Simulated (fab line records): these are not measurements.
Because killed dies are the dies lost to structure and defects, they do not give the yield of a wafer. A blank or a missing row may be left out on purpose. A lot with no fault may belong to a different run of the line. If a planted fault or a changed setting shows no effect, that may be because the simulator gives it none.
Problem report in the 8D (eight disciplines) form, filled by code | flow nandHarc | the parts of the form that need people (team, actions taken, sign-off) are left out

## 1. WHAT WENT WRONG
Mean of killedAtPeriphery at NHARC_END_SORT_01: 84.3 across 3 wafers in 2 lots; on wafers with no fault it is 4.2 (standard deviation 2.9). Measured from the usual mean, that is +28 standard deviations.
First seen on wafer L692.3, day 30 03:16, on prober-02. Wafers with a number at this step in the record: 12, from 4 lots. Rule for "out", or "out of limits": more than 4 standard deviations from the usual mean. Any other wafer with a number is counted as sound.

## 2. WHAT IT IS AND WHAT IT IS NOT
question                    | is                                                | is not
which readings at this step | killedAtPeriphery, defectLimitedYield, killedDies | killedAtArray, killedAtOther, killedOpen, killedShort
which lots                  | L692, L693                                        | L686, L689
which wafers of those lots  | L692.3, L692.5, L693.4                            | L692.2, L693.2, L693.6
read on which gauges        | prober-01, prober-02                              | -
when                        | from day 30 03:16                                 | up to then (7 sound wafers); but 2 sound wafers of L693 came after

## 3. THE SUSPECTS, EACH WITH WHAT RULES IT OUT
Counting: any tool at a process step up to the reading remains a suspect provided it ran every lot that is out. Sound lots after the first of them don't rule it out here, since some wafers of a struck lot are sound.
- the gauge at NHARC_END_SORT_01: ruled out. 2 gauges (prober-01, prober-02) read the wafers that are out.
- rieDiel-08 at NHARC_P_BONDPAD_ETCH_24 (etches the open film in CF4/N2, target depth 30 nm, time 72.99 s): kept. Ran every lot that is out, first one L692 (day 12 12:55); last sound lot up to then L689 (day 11 15:30).
- plasmaAsher-01 at NHARC_THIN_TSV_STRIP_45 (strips in O2): kept. Ran every lot that is out, first one L692 (day 29 11:37); last sound lot up to then L689 (day 28 12:23).
- rieDiel-08, NHARC_P_BONDPAD_ETCH_24: wafers that are out in chamber 0, sound lot-mates in chambers 2, 3.
Remaining after the count are rieDiel-08 at NHARC_P_BONDPAD_ETCH_24 and plasmaAsher-01 at NHARC_THIN_TSV_STRIP_45.

## 4. THE CAUSE (what the simulator had put in)
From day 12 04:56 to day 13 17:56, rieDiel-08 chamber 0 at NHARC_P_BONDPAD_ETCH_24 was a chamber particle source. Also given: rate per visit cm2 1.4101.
2 suspects survive the count, and this tool is in that group.

## 5. THE EFFECT CHAIN, in route order
Rows list readings where the struck wafers' mean (over those with a number) sits beyond 3 standard deviations from the usual. Only readings for which the record gives a usual standard deviation are gone through. hours: the time from each lot's start at the first step in this table that gives one to its start at this step, as a median over the lots. sigmas: the change in usual standard deviations.
hours | step              | reading            | usual | on struck wafers | change | sigmas
0     | NHARC_END_SORT_01 | defectLimitedYield | 91 %  | 77               | -14    | -4.5
0     | NHARC_END_SORT_01 | killedAtPeriphery  | 4.2   | 84.3             | +80.1  | +28
0     | NHARC_END_SORT_01 | killedDies         | 62    | 156              | +94    | +4.5

## 6. WHAT WOULD HAVE CAUGHT IT SOONER
In this record the first reading out of limits at a measuring or inspecting step was taken at day 30 03:16, 430 hours after the fault began at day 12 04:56.
An alarm limit of 4 standard deviations would not have fired on the tool readings at NHARC_P_BONDPAD_ETCH_24 for which the record gives a usual standard deviation, since none of them was out on any struck wafer.
By day 30 03:16, every lot that is out (2) had started NHARC_P_BONDPAD_ETCH_24 on rieDiel-08. Tool hold at that time: it would have spared none of them.
